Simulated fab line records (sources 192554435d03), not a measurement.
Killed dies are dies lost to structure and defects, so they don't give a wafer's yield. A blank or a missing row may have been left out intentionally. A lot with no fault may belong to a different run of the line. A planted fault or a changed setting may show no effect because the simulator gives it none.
Which tool did it? :: flow n5-finfet :: 29 wafers from 10 lots sampled at 6 of the route's 1938 steps

== WHAT THE GAUGES READ, wafer by wafer ==
N5_BEOL_M4_RC_MEAS_101.
lot: L749
measured: day 8 19:38
on: prober-01
DIBL_N (mV/V): 37.7 32.4 36.1

lot: L748
measured: day 9 01:41
on: prober-02
DIBL_N (mV/V): 37.2 34.4 36.1

lot: L750
measured: day 8 22:56
on: prober-02
DIBL_N (mV/V): 38.7 35.8 34.1

lot: L751
measured: day 9 10:14
on: prober-02
DIBL_N (mV/V): 36.0 37.9 35.0

lot: L753
measured: day 9 19:16
on: prober-02
DIBL_N (mV/V): 36.6 37.9 38.8

lot: L755
measured: day 10 03:49
on: prober-01
DIBL_N (mV/V): 37.7 37.6 34.5

lot: L759
measured: day 11 19:23
on: prober-02
DIBL_N (mV/V): 37.0 38.2

lot: L760
measured: day 12 19:37
on: prober-02
DIBL_N (mV/V): 38.4 40.1 35.5

lot: L767
measured: day 14 01:49
on: prober-02
DIBL_N (mV/V): 35.7 35.8 37.6

lot: L768
measured: day 14 06:01
on: prober-01
DIBL_N (mV/V): 38.4 37.4 37.3

== WHAT TOOL EACH LOT RAN ON (gives the tool, then ch and the chambers of the sampled wafers, and finally the start) ==
lot: L749
N5_MOL_CONTACT_COAG_TI_SIL_19: pvd-sputter-01, day 5 10:19
N5_MOL_CONTACT_COAG_SPUTTER_143: pvd-sputter-01, day 5 13:14
N5_MOL_CONTACT_COAG_SPUTTER_130: pvd-sputter-03, day 5 16:07
N5_MOL_CONTACT_COAG_CMP_23: cmp-02 ch 1,3, day 5 16:17
N5_MOL_CONTACT_COAG_ALD_27: ald-sin-03 ch 0,1, day 5 17:07

lot: L748
N5_MOL_CONTACT_COAG_TI_SIL_19: pvd-sputter-03, day 5 13:05
N5_MOL_CONTACT_COAG_SPUTTER_143: pvd-sputter-01, day 5 14:34
N5_MOL_CONTACT_COAG_SPUTTER_130: pvd-sputter-01, day 5 16:52
N5_MOL_CONTACT_COAG_CMP_23: cmp-04 ch 1,3, day 5 17:04
N5_MOL_CONTACT_COAG_ALD_27: ald-sin-02 ch 0,2, day 5 18:32

lot: L750
N5_MOL_CONTACT_COAG_TI_SIL_19: pvd-sputter-03, day 5 19:05
N5_MOL_CONTACT_COAG_SPUTTER_143: pvd-sputter-01, day 5 21:06
N5_MOL_CONTACT_COAG_SPUTTER_130: pvd-sputter-02, day 5 23:29
N5_MOL_CONTACT_COAG_CMP_23: cmp-04 ch 2,3, day 5 23:46
N5_MOL_CONTACT_COAG_ALD_27: ald-sin-03 ch 1,2,3, day 6 00:35

lot: L751
N5_MOL_CONTACT_COAG_TI_SIL_19: pvd-sputter-02, day 5 23:15
N5_MOL_CONTACT_COAG_SPUTTER_143: pvd-sputter-01, day 6 01:50
N5_MOL_CONTACT_COAG_SPUTTER_130: pvd-sputter-03, day 6 04:23
N5_MOL_CONTACT_COAG_CMP_23: cmp-01 ch 0,3, day 6 04:35
N5_MOL_CONTACT_COAG_ALD_27: ald-sin-02 ch 1,2,3, day 6 05:25

lot: L753
N5_MOL_CONTACT_COAG_TI_SIL_19: pvd-sputter-03, day 6 06:53
N5_MOL_CONTACT_COAG_SPUTTER_143: pvd-sputter-02, day 6 07:45
N5_MOL_CONTACT_COAG_SPUTTER_130: pvd-sputter-03, day 6 10:25
N5_MOL_CONTACT_COAG_CMP_23: cmp-01 ch 0,1,3, day 6 10:38
N5_MOL_CONTACT_COAG_ALD_27: ald-sin-01 ch 0,3, day 6 11:25

lot: L755
N5_MOL_CONTACT_COAG_TI_SIL_19: pvd-sputter-01, day 6 18:04
N5_MOL_CONTACT_COAG_SPUTTER_143: pvd-sputter-03, day 6 19:16
N5_MOL_CONTACT_COAG_SPUTTER_130: pvd-sputter-02, day 6 22:29
N5_MOL_CONTACT_COAG_CMP_23: cmp-01 ch 0,1,3, day 6 22:40
N5_MOL_CONTACT_COAG_ALD_27: ald-sin-01 ch 0,1,2, day 6 23:29

lot: L759
N5_MOL_CONTACT_COAG_TI_SIL_19: pvd-sputter-01, day 8 02:17
N5_MOL_CONTACT_COAG_SPUTTER_143: pvd-sputter-01, day 8 03:04
N5_MOL_CONTACT_COAG_SPUTTER_130: pvd-sputter-03, day 8 05:07
N5_MOL_CONTACT_COAG_CMP_23: cmp-04 ch 1,3, day 8 05:25
N5_MOL_CONTACT_COAG_ALD_27: ald-sin-02 ch 1,3, day 8 06:10

lot: L760
N5_MOL_CONTACT_COAG_TI_SIL_19: pvd-sputter-02, day 8 05:31
N5_MOL_CONTACT_COAG_SPUTTER_143: pvd-sputter-03, day 8 07:56
N5_MOL_CONTACT_COAG_SPUTTER_130: pvd-sputter-02, day 8 12:10
N5_MOL_CONTACT_COAG_CMP_23: cmp-02 ch 0,1,2, day 8 12:25
N5_MOL_CONTACT_COAG_ALD_27: ald-sin-02 ch 1,2, day 8 13:10

lot: L767
N5_MOL_CONTACT_COAG_TI_SIL_19: pvd-sputter-02, day 9 18:15
N5_MOL_CONTACT_COAG_SPUTTER_143: pvd-sputter-01, day 9 19:50
N5_MOL_CONTACT_COAG_SPUTTER_130: pvd-sputter-02, day 9 23:27
N5_MOL_CONTACT_COAG_CMP_23: cmp-01 ch 1,2,3, day 9 23:49
N5_MOL_CONTACT_COAG_ALD_27: ald-sin-01 ch 0,1,3, day 10 00:37

lot: L768
N5_MOL_CONTACT_COAG_TI_SIL_19: pvd-sputter-02, day 10 02:34
N5_MOL_CONTACT_COAG_SPUTTER_143: pvd-sputter-01, day 10 04:16
N5_MOL_CONTACT_COAG_SPUTTER_130: pvd-sputter-02, day 10 07:20
N5_MOL_CONTACT_COAG_CMP_23: cmp-04 ch 0,1,2, day 10 07:31
N5_MOL_CONTACT_COAG_ALD_27: ald-sin-01 ch 0,2,3, day 10 08:20
- N5_MOL_CONTACT_COAG_TI_SIL_19: material Ti, target thk 4.2 nm, time 15 s.
- N5_MOL_CONTACT_COAG_SPUTTER_143: material Co, target thk 2.5 nm.
- N5_MOL_CONTACT_COAG_SPUTTER_130: material Co, target thk 47.5 nm.
- N5_MOL_CONTACT_COAG_CMP_23: polishes, stops on SiO2, t overpolish 1.5 s, target thk 0 nm.
- N5_MOL_CONTACT_COAG_ALD_27: deposits SiOC, target thk 17 nm, pulse time 1.5 s, time 2720 s.

== THE ANSWER, worked out from the rows above alone ==
Rule: what is usual is taken from the lots themselves. Put in order of their means at a reading, lots are off if they are a third of the lots or fewer, leave a main group of 4 or more, and stand apart from it by a gap of 3 or more times the standard deviation of the main group's means; of several such gaps the widest counts. A main group is skipped when, at the precision printed for the reading in the tables above, its means are all equal. Also off: a lot with no number at a reading for which 4 or more lots have one. The other lots that the step has rows for count as sound.
None of the lots is off at any reading shown; this tells nothing.

== WHAT HAD BEEN PUT IN BY THE SIMULATOR ==
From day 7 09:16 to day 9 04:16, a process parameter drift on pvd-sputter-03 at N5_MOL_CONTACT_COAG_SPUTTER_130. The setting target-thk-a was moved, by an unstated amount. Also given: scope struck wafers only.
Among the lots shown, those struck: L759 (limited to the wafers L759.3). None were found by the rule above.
